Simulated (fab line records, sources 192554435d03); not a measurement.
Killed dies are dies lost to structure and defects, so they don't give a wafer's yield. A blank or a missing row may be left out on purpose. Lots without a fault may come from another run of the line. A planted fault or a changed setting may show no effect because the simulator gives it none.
Split-lot experiment | flow n5_finfet | 7 lots, 39 wafers read, on a route of 1938 steps

THE SPLIT
At N5_BEOL_M7_DESCUM_33 (chemistry O2, time 7 s), the setting time_s was moved away from the recipe's 7 s on 12 of the 39 wafers read, by -47.4% to +34.7%. The other wafers ran this setting at the recipe's value.

FROM THE SPLIT TO THE READING: what the file shows between them, 2 steps
- N5_BEOL_M7_ETCH_72: etches underlayer in N2/H2, target depth 6.5 nm, time 5.2 s
- N5_BEOL_M7_ETCH_65: etches SiARC in CF4, target depth 15.6 nm, time 26 s

THE READING
BEOL_M7.cd_nm (the simulator's own value, which no gauge read), in nm, at N5_BEOL_M7_ETCH_66 (etches SOC in N2/H2, target depth 80 nm, overetch 16 nm, time 120 s). The file gives no usual value for it. The 27 wafers here that ran the recipe average 40.1 nm, standard deviation 0.14 nm.

wafer  | tool, chamber at the split | time_s as run, s | against the recipe | BEOL_M7.cd_nm, nm | against lot-mates on the recipe
L076.1 | rie_diel-03, 3,2           | 7                | recipe             | 40.2              | -
L076.4 | rie_diel-03, 3,2           | 7                | recipe             | 40.2              | -
L076.2 | rie_diel-03, 0,1,1,0       | 7                | recipe             | 40                | -
L076.3 | rie_diel-03, 0,1,1,0       | 7                | recipe             | 40                | -
L076.5 | rie_diel-03, 0,1,1,0       | 7                | recipe             | 40                | -
L076.6 | rie_diel-03, 0,1,1,0       | 7                | recipe             | 40                | -
L084.1 | rie_diel-04, 3             | 7                | recipe             | 40.2              | -
L084.5 | rie_diel-04, 3             | 7                | recipe             | 40.2              | -
L084.6 | rie_diel-04, 3             | 7                | recipe             | 40.2              | -
L084.2 | rie_diel-04, 3             | 5.494            | -21.5%             | 40                | -0.2
L084.3 | rie_diel-04, 3             | 5.494            | -21.5%             | 40                | -0.2
L084.4 | rie_diel-04, 3             | 5.494            | -21.5%             | 39.8              | -0.4
L083.1 | rie_diel-01, 0,1,3         | 7                | recipe             | 40.2              | -
L083.4 | rie_diel-01, 0,1,3         | 7                | recipe             | 40.2              | -
L083.6 | rie_diel-01, 0,1,3         | 7                | recipe             | 40.2              | -
L083.2 | rie_diel-01, 2             | 3.683            | -47.4%             | 39.8              | -0.4
L083.5 | rie_diel-01, 3,2           | 3.683            | -47.4%             | 39.8              | -0.4
L083.3 | rie_diel-01, 3,2           | 3.683            | -47.4%             | 39.6              | -0.6
L089.1 | rie_diel-03, 1             | 7                | recipe             | 39.8              | -
L089.6 | rie_diel-03, 0,1           | 7                | recipe             | 39.8              | -
L089.2 | rie_diel-03, 0,1           | 7                | recipe             | 40                | -
L092.1 | rie_diel-04, 1,0           | 9.431            | +34.7%             | 40.4              | +0.2
L092.3 | rie_diel-04, 2             | 9.431            | +34.7%             | 40.4              | +0.2
L092.4 | rie_diel-04, 1,0           | 9.431            | +34.7%             | 40.4              | +0.2
L092.2 | rie_diel-04, 3,1,2         | 7                | recipe             | 40.2              | -
L092.5 | rie_diel-04, 3,1,2         | 7                | recipe             | 40.2              | -
L092.6 | rie_diel-04, 3,1,2         | 7                | recipe             | 40.2              | -
L093.1 | rie_diel-04, 2,1,3,0,0,3   | 7                | recipe             | 40                | -
L093.2 | rie_diel-04, 2,1,3,0,0,3   | 7                | recipe             | 40                | -
L093.3 | rie_diel-04, 2,1,3,0,0,3   | 7                | recipe             | 40                | -
L093.4 | rie_diel-04, 2,1,3,0,0,3   | 7                | recipe             | 40                | -
L093.5 | rie_diel-04, 2,1,3,0,0,3   | 7                | recipe             | 40                | -
L093.6 | rie_diel-04, 2,1,3,0,0,3   | 7                | recipe             | 40                | -
L094.1 | rie_diel-04, 0             | 7                | recipe             | 39.8              | -
L094.4 | rie_diel-04, 3,1           | 7                | recipe             | 39.8              | -
L094.2 | rie_diel-04, 1,2,2         | 8.96             | +28.0%             | 40.2              | +0.3
L094.6 | rie_diel-04, 1,2,2         | 8.96             | +28.0%             | 40.2              | +0.3
L094.3 | rie_diel-04, 1,2,2         | 8.96             | +28.0%             | 40                | +0.1
L094.5 | rie_diel-04, 3,1           | 7                | recipe             | 40                | -
Where a row lists several chambers, the file gives one row for several wafers and doesn't say which wafer went through which chamber.

THE FIT
A straight line over all 39 wafers: BEOL_M7.cd_nm changes by +0.00682 nm for each +1% of time_s; r = +0.70; the points scatter about the line by 0.14 nm.
The same after taking each lot's own level away (the mean of its wafers on the recipe; 39 wafers): +0.00897 nm for each +1%; r = +0.91; scatter 0.08 nm.
On that fit, the largest move of time_s shifts the reading by 0.43 nm.
The lots' own levels span 39.87 to 40.20 nm, that is 2.4 times the standard deviation above.
So the lot-to-lot level blurs the effect unless lot-mates are compared.
Check: with one of the wafers moved furthest among these (-47.4%) left out of the fit, the line predicts -0.451 nm for it against its lot-mates. It came out at -0.4 nm against them.

OTHER SPLITS ON THESE WAFERS
These wafers also went through other splits before the reading. Each is held against what the fit with the lots' levels taken away leaves over:
other split on the same wafers    | wafers away from the commonest value | r with BEOL_M7.cd_nm (lot level and that fit taken away)
N5_BEOL_M0_SAQP_ALD_48 ald_cycles | 12                                   | +0.02

THE WHOLE CHAIN: every reading that the file lists as answering this split, in the file's order
step                 | what it does                                                        | reading                                                                            | change (the file's fit)                | r (the file's)
N5_BEOL_M7_DESCUM_33 | chemistry O2, time 7 s                                              | CAR-EUV_of_BEOL_M7_COAT_22.thk_nm (the simulator's own value, which no gauge read) | -0.0351 nm for each +1% of the setting | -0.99
N5_BEOL_M7_ETCH_65   | etches SiARC in CF4, target depth 15.6 nm, time 26 s                | BEOL_M7.cd_nm (the simulator's own value, which no gauge read)                     | +0.0103 nm for each +1% of the setting | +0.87
N5_BEOL_M7_ETCH_66   | etches SOC in N2/H2, target depth 80 nm, overetch 16 nm, time 120 s | BEOL_M7.cd_nm (the simulator's own value, which no gauge read)                     | +0.009 nm for each +1% of the setting  | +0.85

THE FILE'S OWN FIT
BEOL_M7.cd_nm changes by +0.009 nm for each +1% of time_s, r = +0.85.
